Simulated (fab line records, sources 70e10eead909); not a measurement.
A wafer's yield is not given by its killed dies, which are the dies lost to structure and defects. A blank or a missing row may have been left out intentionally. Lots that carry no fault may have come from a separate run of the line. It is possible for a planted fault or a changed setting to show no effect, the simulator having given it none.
The tool behind it: which one? :: flow nand_harc :: Sampling: 13 lots, 39 wafers, 5 of 1159 route steps

## WHAT EACH GAUGE READ, for each wafer
NHARC_END_SORT_01.
lot: L109
measured: day 20 10:17
on: prober-02
killed_at_array: 11 11 7
killed_at_other: 1 2 0
killed_at_periphery: 2 2 1
killed_dies: 14 15 8
killed_open: 3 1 3
killed_short: 2 4 1

lot: L108
measured: day 20 03:16
on: prober-02
killed_at_array: 19 20 19
killed_at_other: 1 0 0
killed_at_periphery: 2 1 2
killed_dies: 22 21 21
killed_open: 1 2 2
killed_short: 3 1 1

lot: L111
measured: day 21 00:17
on: prober-02
killed_at_array: 11 12 13
killed_at_other: 0 0 0
killed_at_periphery: 4 2 3
killed_dies: 15 14 16
killed_open: 3 2 6
killed_short: 5 1 1

lot: L110
measured: day 20 16:31
on: prober-02
killed_at_array: 23 19 26
killed_at_other: 0 0 0
killed_at_periphery: 4 2 4
killed_dies: 27 21 30
killed_open: 3 4 7
killed_short: 3 1 3

lot: L115
measured: day 21 05:08
on: prober-01
killed_at_array: 20 15 15
killed_at_other: 0 0 1
killed_at_periphery: 657 662 661
killed_dies: 677 677 677
killed_open: 3 3 3
killed_short: 6 0 4

lot: L118
measured: day 21 22:04
on: prober-02
killed_at_array: 22 17 19
killed_at_other: 0 1 1
killed_at_periphery: 655 659 657
killed_dies: 677 677 677
killed_open: 5 3 3
killed_short: 5 2 3

lot: L121
measured: day 23 14:50
on: prober-02
killed_at_array: 43 41 28
killed_at_other: 1 0 0
killed_at_periphery: 1 3 0
killed_dies: 45 44 28
killed_open: 0 4 2
killed_short: 2 4 2

lot: L123
measured: day 24 19:32
on: prober-01
killed_at_array: 19 28 26
killed_at_other: 2 1 0
killed_at_periphery: 0 3 4
killed_dies: 21 32 30
killed_open: 2 1 5
killed_short: 3 3 4

lot: L127
measured: day 24 03:57
on: prober-01
killed_at_array: 17 18 16
killed_at_other: 0 1 0
killed_at_periphery: 5 4 6
killed_dies: 22 23 22
killed_open: 4 3 6
killed_short: 0 0 2

lot: L126
measured: day 24 14:02
on: prober-02
killed_at_array: 43 42 34
killed_at_other: 1 0 0
killed_at_periphery: 2 3 0
killed_dies: 46 45 34
killed_open: 5 5 0
killed_short: 0 1 0

lot: L129
measured: day 24 04:49
on: prober-02
killed_at_array: 29 23 23
killed_at_other: 0 0 2
killed_at_periphery: 6 2 2
killed_dies: 35 25 27
killed_open: 4 1 2
killed_short: 2 3 0

lot: L130
measured: day 25 05:35
on: prober-02
killed_at_array: 22 31 33
killed_at_other: 0 0 0
killed_at_periphery: 0 3 1
killed_dies: 22 34 34
killed_open: 1 5 2
killed_short: 1 2 2

lot: L131
measured: day 25 11:10
on: prober-01
killed_at_array: 23 12 23
killed_at_other: 0 0 0
killed_at_periphery: 2 0 2
killed_dies: 25 12 25
killed_open: 2 0 3
killed_short: 1 0 3

## EACH LOT AND THE TOOL THAT RAN IT (in order: tool; ch and the chambers of the sampled wafers; start)
lot: L109
NHARC_P_GATE_DEVELOP_45: litho_track-07 ch 0, day 5 07:00
NHARC_THIN_TSV_DEP_43: pecvd-02 ch 0,1, day 19 04:39
NHARC_THIN_TSV_DESCUM_35: rie_diel-10 ch 0,1, day 19 11:17
NHARC_THIN_TSV_ETCH_59: rie_metal-01 ch 0,1, day 19 11:29

lot: L108
NHARC_P_GATE_DEVELOP_45: litho_track-02 ch 0, day 5 07:00
NHARC_THIN_TSV_DEP_43: pecvd-02 ch 0,1,2, day 19 02:05
NHARC_THIN_TSV_DESCUM_35: rie_diel-10 ch 0,1,2, day 19 08:56
NHARC_THIN_TSV_ETCH_59: rie_metal-01 ch 0,1, day 19 09:09

lot: L111
NHARC_P_GATE_DEVELOP_45: litho_track-07 ch 0, day 5 21:00
NHARC_THIN_TSV_DEP_43: pecvd-03 ch 0,1, day 19 21:59
NHARC_THIN_TSV_DESCUM_35: rie_diel-02 ch 0,3, day 20 05:08
NHARC_THIN_TSV_ETCH_59: rie_metal-01 ch 0, day 20 05:16

lot: L110
NHARC_P_GATE_DEVELOP_45: litho_track-02 ch 0, day 5 22:00
NHARC_THIN_TSV_DEP_43: pecvd-03 ch 1,2, day 19 05:33
NHARC_THIN_TSV_DESCUM_35: rie_diel-02 ch 0,2, day 19 12:31
NHARC_THIN_TSV_ETCH_59: rie_metal-03 ch 0,1, day 19 12:40

lot: L115
NHARC_P_GATE_DEVELOP_45: litho_track-07 ch 0, day 6 22:00
NHARC_THIN_TSV_DEP_43: -
NHARC_THIN_TSV_DESCUM_35: -
NHARC_THIN_TSV_ETCH_59: -

lot: L118
NHARC_P_GATE_DEVELOP_45: litho_track-07 ch 0, day 7 16:00
NHARC_THIN_TSV_DEP_43: -
NHARC_THIN_TSV_DESCUM_35: -
NHARC_THIN_TSV_ETCH_59: -

lot: L121
NHARC_P_GATE_DEVELOP_45: litho_track-02 ch 0, day 8 09:00
NHARC_THIN_TSV_DEP_43: pecvd-01 ch 0,1,2, day 22 20:56
NHARC_THIN_TSV_DESCUM_35: rie_diel-02 ch 0,2,3, day 23 03:38
NHARC_THIN_TSV_ETCH_59: rie_metal-03 ch 0,1, day 23 03:50

lot: L123
NHARC_P_GATE_DEVELOP_45: litho_track-05 ch 0, day 9 04:00
NHARC_THIN_TSV_DEP_43: pecvd-01 ch 0,1,2, day 23 21:58
NHARC_THIN_TSV_DESCUM_35: rie_diel-08 ch 1,2, day 24 04:57
NHARC_THIN_TSV_ETCH_59: rie_metal-03 ch 0,1, day 24 05:07

lot: L127
NHARC_P_GATE_DEVELOP_45: litho_track-05 ch 0, day 9 20:00
NHARC_THIN_TSV_DEP_43: pecvd-03 ch 0,1,2, day 23 02:07
NHARC_THIN_TSV_DESCUM_35: rie_diel-02 ch 1,2,3, day 23 09:05
NHARC_THIN_TSV_ETCH_59: rie_metal-03 ch 0,1, day 23 09:13

lot: L126
NHARC_P_GATE_DEVELOP_45: litho_track-02 ch 0, day 9 21:00
NHARC_THIN_TSV_DEP_43: pecvd-01 ch 0,1, day 23 20:47
NHARC_THIN_TSV_DESCUM_35: rie_diel-02 ch 0,3, day 24 03:40
NHARC_THIN_TSV_ETCH_59: rie_metal-02 ch 0,1, day 24 03:49

lot: L129
NHARC_P_GATE_DEVELOP_45: litho_track-07 ch 0, day 10 09:00
NHARC_THIN_TSV_DEP_43: pecvd-03 ch 0,2, day 23 12:01
NHARC_THIN_TSV_DESCUM_35: rie_diel-10 ch 0,2,3, day 23 20:10
NHARC_THIN_TSV_ETCH_59: rie_metal-01 ch 0,1, day 23 20:19

lot: L130
NHARC_P_GATE_DEVELOP_45: litho_track-05 ch 0, day 10 19:00
NHARC_THIN_TSV_DEP_43: pecvd-01 ch 0,1, day 24 05:44
NHARC_THIN_TSV_DESCUM_35: rie_diel-02 ch 0,2,3, day 24 12:50
NHARC_THIN_TSV_ETCH_59: rie_metal-01 ch 0,1, day 24 12:58

lot: L131
NHARC_P_GATE_DEVELOP_45: litho_track-02 ch 0, day 10 23:00
NHARC_THIN_TSV_DEP_43: pecvd-03 ch 0,2, day 24 04:32
NHARC_THIN_TSV_DESCUM_35: rie_diel-08 ch 0,1,3, day 24 11:31
NHARC_THIN_TSV_ETCH_59: rie_metal-03 ch 0,1, day 24 11:38
- NHARC_P_GATE_DEVELOP_45: time 70 s.
- NHARC_THIN_TSV_DEP_43: deposits SiO2, target thk 1328.5 nm.
- NHARC_THIN_TSV_DESCUM_35: chemistry O2, time 3 s.
- NHARC_THIN_TSV_ETCH_59: etches the open film in Cl2/BCl3, target depth 880 nm, time 138.1 s.

## WHAT THE TOOLS THEMSELVES READ (means of the sampled wafers that have a number; where no wafer has one, the mark that the record gives instead)
NHARC_P_GATE_DEVELOP_45.
lot: L109
tool: litho_track-07
chill_plate_temp_C (C): 22.97

lot: L108
tool: litho_track-02
chill_plate_temp_C (C): 23.06

lot: L111
tool: litho_track-07
chill_plate_temp_C (C): 23.15

lot: L110
tool: litho_track-02
chill_plate_temp_C (C): 22.99

lot: L115
tool: litho_track-07
chill_plate_temp_C (C): 23.09

lot: L118
tool: litho_track-07
chill_plate_temp_C (C): 23.05

lot: L121
tool: litho_track-02
chill_plate_temp_C (C): 23.00

lot: L123
tool: litho_track-05
chill_plate_temp_C (C): 22.99

lot: L127
tool: litho_track-05
chill_plate_temp_C (C): 22.85

lot: L126
tool: litho_track-02
chill_plate_temp_C (C): 22.91

lot: L129
tool: litho_track-07
chill_plate_temp_C (C): 23.07

lot: L130
tool: litho_track-05
chill_plate_temp_C (C): 22.99

lot: L131
tool: litho_track-02
chill_plate_temp_C (C): 23.03

NHARC_THIN_TSV_DEP_43.
lot: L109
tool: pecvd-02
throttle_valve_pct (%): 16.1

lot: L108
tool: pecvd-02
throttle_valve_pct (%): 16.0

lot: L111
tool: pecvd-03
throttle_valve_pct (%): 15.7

lot: L110
tool: pecvd-03
throttle_valve_pct (%): 15.7

lot: L121
tool: pecvd-01
throttle_valve_pct (%): 16.3

lot: L123
tool: pecvd-01
throttle_valve_pct (%): 16.4

lot: L127
tool: pecvd-03
throttle_valve_pct (%): 15.6

lot: L126
tool: pecvd-01
throttle_valve_pct (%): 16.6

lot: L129
tool: pecvd-03
throttle_valve_pct (%): 15.7

lot: L130
tool: pecvd-01
throttle_valve_pct (%): 16.8

lot: L131
tool: pecvd-03
throttle_valve_pct (%): 15.8

NHARC_THIN_TSV_DESCUM_35.
lot: L109
tool: rie_diel-10
drypump_motor_current_A (A): 5.2
oes_product_au (a.u.): 1.009
rf_vpp_V (V): 57.8
showerhead_plenum_p_Torr (Torr): 1.95
throttle_valve_pct (%): 11.316

lot: L108
tool: rie_diel-10
drypump_motor_current_A (A): 5.7
oes_product_au (a.u.): 1.006
rf_vpp_V (V): 57.7
showerhead_plenum_p_Torr (Torr): 1.94
throttle_valve_pct (%): 11.311

lot: L111
tool: rie_diel-02
drypump_motor_current_A (A): 5.4
oes_product_au (a.u.): 1.006
rf_vpp_V (V): 57.2
showerhead_plenum_p_Torr (Torr): 1.84
throttle_valve_pct (%): 11.311

lot: L110
tool: rie_diel-02
drypump_motor_current_A (A): 5.2
oes_product_au (a.u.): 1.004
rf_vpp_V (V): 57.5
showerhead_plenum_p_Torr (Torr): 1.82
throttle_valve_pct (%): 11.319

lot: L121
tool: rie_diel-02
drypump_motor_current_A (A): 5.5
oes_product_au (a.u.): 1.007
rf_vpp_V (V): 57.4
showerhead_plenum_p_Torr (Torr): 1.82
throttle_valve_pct (%): 11.324

lot: L123
tool: rie_diel-08
drypump_motor_current_A (A): 5.5
oes_product_au (a.u.): 0.989
rf_vpp_V (V): 56.9
showerhead_plenum_p_Torr (Torr): 1.85
throttle_valve_pct (%): 11.317

lot: L127
tool: rie_diel-02
drypump_motor_current_A (A): 5.6
oes_product_au (a.u.): 1.008
rf_vpp_V (V): 56.9
showerhead_plenum_p_Torr (Torr): 1.83
throttle_valve_pct (%): 11.309

lot: L126
tool: rie_diel-02
drypump_motor_current_A (A): 5.4
oes_product_au (a.u.): 1.007
rf_vpp_V (V): 57.6
showerhead_plenum_p_Torr (Torr): 1.84
throttle_valve_pct (%): 11.315

lot: L129
tool: rie_diel-10
drypump_motor_current_A (A): 5.5
oes_product_au (a.u.): 1.000
rf_vpp_V (V): 58.1
showerhead_plenum_p_Torr (Torr): 1.96
throttle_valve_pct (%): 11.315

lot: L130
tool: rie_diel-02
drypump_motor_current_A (A): 5.5
oes_product_au (a.u.): 1.001
rf_vpp_V (V): 57.2
showerhead_plenum_p_Torr (Torr): 1.82
throttle_valve_pct (%): 11.319

lot: L131
tool: rie_diel-08
drypump_motor_current_A (A): 5.5
oes_product_au (a.u.): 1.002
rf_vpp_V (V): 57.6
showerhead_plenum_p_Torr (Torr): 1.89
throttle_valve_pct (%): 11.312

NHARC_THIN_TSV_ETCH_59.
lot: L109
tool: rie_metal-01
drypump_motor_current_A (A): 5.8
oes_product_au (a.u.): 1.011
throttle_valve_pct (%): 22.266

lot: L108
tool: rie_metal-01
drypump_motor_current_A (A): 5.8
oes_product_au (a.u.): 1.014
throttle_valve_pct (%): 22.265

lot: L111
tool: rie_metal-01
drypump_motor_current_A (A): 5.7
oes_product_au (a.u.): 1.015
throttle_valve_pct (%): 22.268

lot: L110
tool: rie_metal-03
drypump_motor_current_A (A): 6.3
oes_product_au (a.u.): 0.999
throttle_valve_pct (%): 22.271

lot: L121
tool: rie_metal-03
drypump_motor_current_A (A): 6.5
oes_product_au (a.u.): 1.002
throttle_valve_pct (%): 22.263

lot: L123
tool: rie_metal-03
drypump_motor_current_A (A): 6.3
oes_product_au (a.u.): 1.001
throttle_valve_pct (%): 22.266

lot: L127
tool: rie_metal-03
drypump_motor_current_A (A): 6.5
oes_product_au (a.u.): 0.994
throttle_valve_pct (%): 22.264

lot: L126
tool: rie_metal-02
drypump_motor_current_A (A): 5.4
oes_product_au (a.u.): 1.004
throttle_valve_pct (%): 22.264

lot: L129
tool: rie_metal-01
drypump_motor_current_A (A): 5.8
oes_product_au (a.u.): 1.008
throttle_valve_pct (%): 22.281

lot: L130
tool: rie_metal-01
drypump_motor_current_A (A): 5.8
oes_product_au (a.u.): 1.007
throttle_valve_pct (%): 22.259

lot: L131
tool: rie_metal-03
drypump_motor_current_A (A): 6.5
oes_product_au (a.u.): 0.997
throttle_valve_pct (%): 22.260

## THE ANSWER, worked out from the rows above alone
Rule: usual is defined by the lots themselves. Put in order of their means at a reading, lots are off if they are a third of the lots or fewer, leave a main group of 4 or more, and stand apart from it by a gap of 3 or more times the standard deviation of the main group's means; of several such gaps the widest counts. The tables above print the reading to a certain number of digits; a main group whose means all agree to those digits is not used. A lot without any number at a reading at which 4 lots or more have one is off too. All remaining lots with rows at the step are treated as sound. The gauges are gone through in route order, then the tools' own readings, and for those a lot's mean is taken as printed above. At the first step where some lot is off, the reading lying furthest off is the one used; lots without a number count as furthest.
Off at NHARC_END_SORT_01 (killed_at_periphery): L115, L118. The main group has a mean of 2.4 with a standard deviation of 1.1.
A tool fits if, at a process step before that reading, it ran every lot that is off, and no sound lot after the first of them. The gauges at NHARC_END_SORT_01 are tried like those tools. None of those tried fits.

## WHAT HAD BEEN PUT IN BY THE SIMULATOR
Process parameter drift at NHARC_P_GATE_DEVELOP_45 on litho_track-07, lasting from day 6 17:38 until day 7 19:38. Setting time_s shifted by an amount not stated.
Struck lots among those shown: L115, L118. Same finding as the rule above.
